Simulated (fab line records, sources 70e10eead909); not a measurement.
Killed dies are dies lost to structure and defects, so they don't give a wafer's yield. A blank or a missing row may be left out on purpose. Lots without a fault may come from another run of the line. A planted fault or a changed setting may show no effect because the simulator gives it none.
Chamber matching | flow nand_harc | NHARC_A_STAIRCASE_TRIM_229 on rie_diel-01: 4 sister chambers
The step chemistry O2, time 211.2 s. 4 wafers are shown with their chamber, then 10 later ones without.

WAFERS WITH THEIR CHAMBER
wafer  | chamber | drypump_motor_current_A (A)
L080.6 | 2       | 6.6
L084.4 | 1       | 5.7
L085.1 | 3       | 5.3
L085.2 | 0       | 5.1

WAFERS WITHOUT THEIR CHAMBER
wafer  | drypump_motor_current_A (A)
L085.6 | 5.3
L086.1 | 5.7
L086.2 | 5.4
L086.5 | 6.5
L088.1 | 5.7
L088.2 | 5.1
L088.3 | 5.3
L097.1 | 5.7
L097.4 | 6.5
L097.5 | 5.3

WHICH CHAMBER EACH WENT THROUGH
wafer  | from the rows above | in truth
L085.6 | 3                   | 3
L086.1 | 1                   | 1
L086.2 | 3                   | 3
L086.5 | 2                   | 2
L088.1 | 1                   | 1
L088.2 | 0                   | 0
L088.3 | 3                   | 3
L097.1 | 1                   | 1
L097.4 | 2                   | 2
L097.5 | 3                   | 3
Placed correctly: 10 of 10. Can't be placed from these rows: 0. Placed wrongly: 0.
How it was worked out, from the rows above alone: a wafer's distance from a chamber is the root of the sum, over the readings, of the square of ((its reading less the chamber's mean) divided by the reading's scatter). The wafer belongs to the nearest chamber; if the next one is less than 2 further off, it can't be placed. A chamber's mean is the mean of its shown wafers. The scatter: with one shown wafer a chamber, the root of the mean of the squares of how far each hidden wafer lies from its nearest shown one.
